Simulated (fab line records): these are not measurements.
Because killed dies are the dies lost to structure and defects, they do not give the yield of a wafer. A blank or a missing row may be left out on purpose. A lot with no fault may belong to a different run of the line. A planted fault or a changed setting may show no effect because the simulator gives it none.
One fault through the eyes of 2 desks -- flow nandHarc -- each desk has only its own numbers; what lay behind them comes last

## THE DEFECT DESK
What the inspections along the route counted, lot by lot: means of the sampled wafers that have a number. The brackets show how far a lot's mean lies from the usual mean; more than 4 standard deviations puts the lot out of limits, marked OUT.
Columns: A = rawDefectCount at NHARC_A_CONTACT_INSPECT_44, usual 82
lot,first seen here,A
L201,day 21 14:19,19
L202,day 21 19:37,110
L205,day 22 10:53,16
L203,day 22 12:21,70
L206,day 23 03:18,105
L210,day 25 13:01,123
L211,day 25 13:13,18
L213,day 26 08:18,139
L212,day 26 09:02,27
L214,day 27 15:13,68
L221,day 30 05:47,117
L222,day 30 16:26,92
L223,day 31 17:54,15
This desk's verdict: no lot among the 13 shows anything out of limits.

## DESK OF THE TOOL OWNER: rieDiel-03
The tool's own readings at NHARC_A_CONTACT_ETCH_48 (etches the open film in CF4, target depth 39 nm, time 65 s): means of the sampled wafers that have a number, for each lot that ran on this tool. The brackets show how far a lot's mean lies from the usual mean; more than 4 standard deviations puts the lot out of limits, marked OUT.
Columns: A = drypumpMotorCurrentA at NHARC_A_CONTACT_ETCH_48, usual 5.7 A; B = oesProductAu at NHARC_A_CONTACT_ETCH_48, usual 0.999 a.u.; C = rfVppV at NHARC_A_CONTACT_ETCH_48, usual 151.2 V; D = showerheadPlenumPTorr at NHARC_A_CONTACT_ETCH_48, usual 1.77 Torr; E = throttleValvePct at NHARC_A_CONTACT_ETCH_48, usual 13.286 %
lot,first seen here,A,B,C,D,E
L201,day 21 14:28,5.8,1.004,149.5,1.65,13.292
L202,day 21 19:46,5.9,1.005,150.3,1.69,13.286
L210,day 25 13:10,5.9,0.996,150.8,1.69,13.291
L213,day 26 08:27,5.9,1.006,150.7,1.69,13.283
L212,day 26 09:50,5.9,1.000,150.5,1.73,13.287
L221,day 30 05:56,5.9,1.010,151.3,1.78,13.286
L222,day 30 16:35,6.0,1.009,152.5,1.82,13.280
L223,day 31 18:02,5.8,0.982,150.7,1.73,13.291
This desk's verdict: no lot among the 8 shows anything out of limits.

## ALL TOGETHER
The defect desk saw nothing out of limits.
Nothing out of limits was seen by the tool owner's desk.

## WHAT THE SIMULATOR HAD INSERTED
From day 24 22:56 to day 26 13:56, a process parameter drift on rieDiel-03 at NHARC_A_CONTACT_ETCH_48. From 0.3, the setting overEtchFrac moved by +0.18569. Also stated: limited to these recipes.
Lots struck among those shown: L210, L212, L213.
